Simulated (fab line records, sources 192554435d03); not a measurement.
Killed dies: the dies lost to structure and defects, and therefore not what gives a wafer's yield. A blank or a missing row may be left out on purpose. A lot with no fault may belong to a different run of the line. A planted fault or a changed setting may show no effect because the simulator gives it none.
What tool caused it?	flow n5_finfet	8 lots, 24 wafers sampled, at 6 steps of a route of 1938

== WHAT THE GAUGES SHOWED, per wafer ==
N5_FIN_SAQP_THK_MEAS_05.
lot	measured	on	thk_nm (nm)
L353	day 3 03:11	film_metro-01	37.2 37.2 38.0
L360	day 4 22:59	film_metro-01	37.5 37.5 38.3
L362	day 5 09:58	film_metro-02	38.1 38.0 38.8
L363	day 5 15:16	film_metro-01	37.9 38.4 38.0
L364	day 5 21:08	film_metro-01	37.3 38.1 38.5
L368	day 6 21:41	film_metro-02	38.1 37.8 38.6
L369	day 7 03:37	film_metro-02	37.6 38.3 38.5
L371	day 7 16:39	film_metro-01	37.4 38.0 38.6

N5_BEOL_M4_RC_MEAS_101.
lot	measured	on	DIBL_N (mV/V)	DIBL_P (mV/V)	IOFF_N (nA/um)	IOFF_P (nA/um)	ION_N (uA/um)	ION_P (uA/um)	SS_N (mV/dec)	SS_P (mV/dec)	VT_N (mV)	VT_P (mV)
L353	day 9 10:52	prober-01	39.2 37.8 38.8	40.4 38.3 38.2	0.20 0.17 0.19	0.27 0.25 0.24	688 676 675	470 465 461	71.9 71.4 72.3	74.5 74.2 73.5	246 248 252	-246 -245 -248
L360	day 11 10:46	prober-01	36.6 36.2 33.7	36.1 34.7 32.1	0.16 0.15 0.12	0.22 0.19 0.16	667 665 658	463 457 448	71.8 71.3 70.5	73.7 72.7 72.8	249 253 252	-248 -249 -251
L362	day 11 13:50	prober-02	37.1 35.9 36.5	36.5 36.2 36.0	0.18 0.16 0.17	0.21 0.21 0.21	686 676 678	469 464 460	72.0 71.6 71.8	73.1 73.7 73.5	246 247 248	-251 -252 -252
L363	day 11 19:40	prober-01	35.4 33.9 32.9	35.8 34.5 33.4	0.15 0.13 0.11	0.21 0.18 0.17	672 656 646	465 454 457	71.2 70.8 70.6	73.1 72.5 72.7	249 254 253	-250 -250 -252
L364	day 12 10:47	prober-01	39.4 37.6 39.6	40.5 38.6 40.6	0.22 0.17 0.23	0.24 0.22 0.25	695 674 690	470 462 462	71.8 71.2 71.9	73.8 73.7 74.8	246 247 245	-250 -251 -252
L368	day 13 07:11	prober-02	35.3 37.0 37.0	34.9 37.4 35.8	0.15 0.18 0.18	0.23 0.26 0.23	667 670 675	470 470 465	71.1 71.5 71.3	73.2 73.6 73.6	253 247 249	-247 -247 -247
L369	day 13 12:44	prober-01	36.8 38.2 37.3	35.8 38.7 36.1	0.18 0.21 0.17	0.22 0.29 0.23	676 685 675	465 469 462	71.4 72.2 71.9	73.6 74.5 73.7	247 244 249	-247 -246 -249
L371	day 13 22:20	prober-02	34.9 35.4 36.7	36.0 36.3 38.3	0.16 0.17 0.21	0.20 0.21 0.24	682 674 688	463 461 463	71.6 71.3 72.0	73.4 74.2 73.9	248 248 242	-247 -248 -248

== TOOL THAT RAN EACH LOT (tool first, then ch and the chambers of the sampled wafers, then the start) ==
lot	N5_PMOS_HMC_CHANNEL_EPI_FIN_RECESS_16	N5_FIN_SAQP_PECVD_47	N5_FIN_SAQP_DESCUM_21	N5_FIN_SAQP_MANDREL_ETCH_58
L353	rie_si-05 ch 1,2,3, day 2 23:38	pecvd-04 ch 0,2, day 3 03:13	rie_diel-02 ch 1,3, day 3 03:58	rie_si-01 ch 0,1,2, day 3 06:11
L360	rie_si-03 ch 1,2,3, day 4 17:56	pecvd-04 ch 0,2, day 4 23:01	rie_diel-02 ch 2,3, day 4 23:46	rie_si-04 ch 1,2, day 5 02:04
L362	rie_si-03 ch 0,1,3, day 5 06:19	pecvd-04 ch 0,1, day 5 10:01	rie_diel-04 ch 1,2,3, day 5 10:59	rie_si-04 ch 1,2, day 5 13:24
L363	rie_si-05 ch 0,1,2, day 5 12:04	pecvd-02 ch 0,1, day 5 15:18	rie_diel-01 ch 2,3, day 5 16:03	rie_si-04 ch 0,2, day 5 18:15
L364	rie_si-05 ch 0,2,3, day 5 17:50	pecvd-04 ch 0,2, day 5 21:11	rie_diel-04 ch 1,2, day 5 21:56	rie_si-04 ch 2,3, day 6 00:08
L368	rie_si-05 ch 0,1,2, day 6 18:40	pecvd-01 ch 1,2, day 6 21:43	rie_diel-04 ch 0,1,3, day 6 22:32	rie_si-01 ch 0,2, day 7 00:50
L369	rie_si-03 ch 1,2,3, day 7 00:11	pecvd-01 ch 0,1,2, day 7 03:39	rie_diel-02 ch 0,2,3, day 7 04:24	rie_si-01 ch 1,2,3, day 7 06:35
L371	rie_si-05 ch 0,2,3, day 7 13:14	pecvd-01 ch 0,1,2, day 7 16:42	rie_diel-01 ch 0,1, day 7 17:38	rie_si-01 ch 0,2,3, day 7 19:53
- N5_PMOS_HMC_CHANNEL_EPI_FIN_RECESS_16: chemistry HBr/Cl2, target Si, target depth 54 nm, time 18 s.
- N5_FIN_SAQP_PECVD_47: deposits a-Si from SiH4/He, target thk 45 nm, time 36.3 s.
- N5_FIN_SAQP_DESCUM_21: chemistry O2, time 7.9 s.
- N5_FIN_SAQP_MANDREL_ETCH_58: etches a-Si in HBr/Cl2, stops on SiNx, target depth 45 nm, bt time 10 s, time 27 s.

== AS READ BY THE TOOLS THEMSELVES (means over the sampled wafers that have a number; for cases with no such wafer, the mark the record gives instead) ==
N5_PMOS_HMC_CHANNEL_EPI_FIN_RECESS_16.
lot	tool	HBr_flow_sccm (sccm)	drypump_motor_current_A (A)	oes_product_au (a.u.)	throttle_valve_pct (%)
L353	rie_si-05	150.6	5.3	0.989	35.3
L360	rie_si-03	150.2	5.7	1.005	35.4
L362	rie_si-03	150.2	5.8	0.998	35.4
L363	rie_si-05	150.4	5.4	0.997	35.3
L364	rie_si-05	150.0	5.5	0.993	35.3
L368	rie_si-05	150.2	5.4	0.993	35.3
L369	rie_si-03	150.2	5.7	1.010	35.5
L371	rie_si-05	150.1	5.5	1.005	35.3

N5_FIN_SAQP_PECVD_47.
lot	tool	heater_power_w (W)	run_length_s (s)	showerhead_plenum_p_Torr (Torr)	susceptor_temp_C (C)	throttle_valve_pct (%)
L353	pecvd-04	878	72.4	5.64	399.96	17.9
L360	pecvd-04	782	72.3	5.65	399.91	17.4
L362	pecvd-04	862	78.3	5.65	400.02	18.3
L363	pecvd-02	856	72.9	5.71	399.98	17.9
L364	pecvd-04	789	75.3	5.65	400.16	17.4
L368	pecvd-01	892	72.1	5.64	399.95	18.3
L369	pecvd-01	894	72.4	5.67	399.97	18.4
L371	pecvd-01	894	72.5	5.66	400.21	18.4

N5_FIN_SAQP_DESCUM_21.
lot	tool	drypump_motor_current_A (A)	oes_product_au (a.u.)	rf_vpp_V (V)	showerhead_plenum_p_Torr (Torr)	throttle_valve_pct (%)
L353	rie_diel-02	5.6	0.79	242.8	2.11	20.44
L360	rie_diel-02	6.1	0.75	244.0	2.16	20.63
L362	rie_diel-04	5.7	0.79	245.1	2.13	20.43
L363	rie_diel-01	6.0	0.78	242.8	2.08	20.61
L364	rie_diel-04	5.9	0.82	243.9	2.11	20.16
L368	rie_diel-04	5.5	0.75	243.7	2.11	20.56
L369	rie_diel-02	6.0	0.80	242.8	2.14	20.49
L371	rie_diel-01	6.1	0.83	242.3	2.09	20.51

N5_FIN_SAQP_MANDREL_ETCH_58.
lot	tool	HBr_flow_sccm (sccm)	drypump_motor_current_A (A)	oes_product_au (a.u.)	throttle_valve_pct (%)
L353	rie_si-01	149.9	5.8	0.700	35.4
L360	rie_si-04	149.6	6.2	0.704	35.3
L362	rie_si-04	150.1	6.2	0.764	35.2
L363	rie_si-04	150.1	6.1	0.698	35.5
L364	rie_si-04	150.1	5.9	0.729	35.3
L368	rie_si-01	150.2	6.3	0.686	35.1
L369	rie_si-01	150.0	5.4	0.699	35.8
L371	rie_si-01	149.7	5.9	0.701	35.5

== THE ANSWER, worked out from the rows above alone ==
Rule: the lots themselves supply what counts as usual. Put in order of their means at a reading, lots are off if they are a third of the lots or fewer, leave a main group of 4 or more, and stand apart from it by a gap of 3 or more times the standard deviation of the main group's means; of several such gaps the widest counts. If all means in a main group match to the digits the tables above print for the reading, that group is not used. A lot without any number at a reading at which 4 lots or more have one is off too. All remaining lots with rows at the step are treated as sound. Order of review: gauges by route order, followed by the tools' own readings, for which a lot's mean as printed above is used. The first step at which some lot is off is used, and at that step the reading that is off furthest; a lot without a number counts as furthest.
Off, at N5_FIN_SAQP_PECVD_47 on run_length_s: L362, L364. For the main group the mean is 72.4 s and the standard deviation 0.24.
A tool fits if, at that step or a process step before it, it ran every lot that is off, and no sound lot after the first of them. One fits: pecvd-04 at N5_FIN_SAQP_PECVD_47. A fault onset in the window from L360 (day 4 23:01, its last sound lot) to L362 (day 5 10:01, its first lot off) fits.
On the lots that are off, the tool's own readings at N5_FIN_SAQP_PECVD_47 differ by more than 5 times the standard deviation of the sound lots' means, which bears it out; run_length_s reads 76.8 s there versus 72.4 s on the sound lots.

== WHAT THE SIMULATOR HAD INSERTED ==
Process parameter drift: pecvd-04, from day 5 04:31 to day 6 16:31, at N5_FIN_SAQP_PECVD_47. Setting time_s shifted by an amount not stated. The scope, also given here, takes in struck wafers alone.
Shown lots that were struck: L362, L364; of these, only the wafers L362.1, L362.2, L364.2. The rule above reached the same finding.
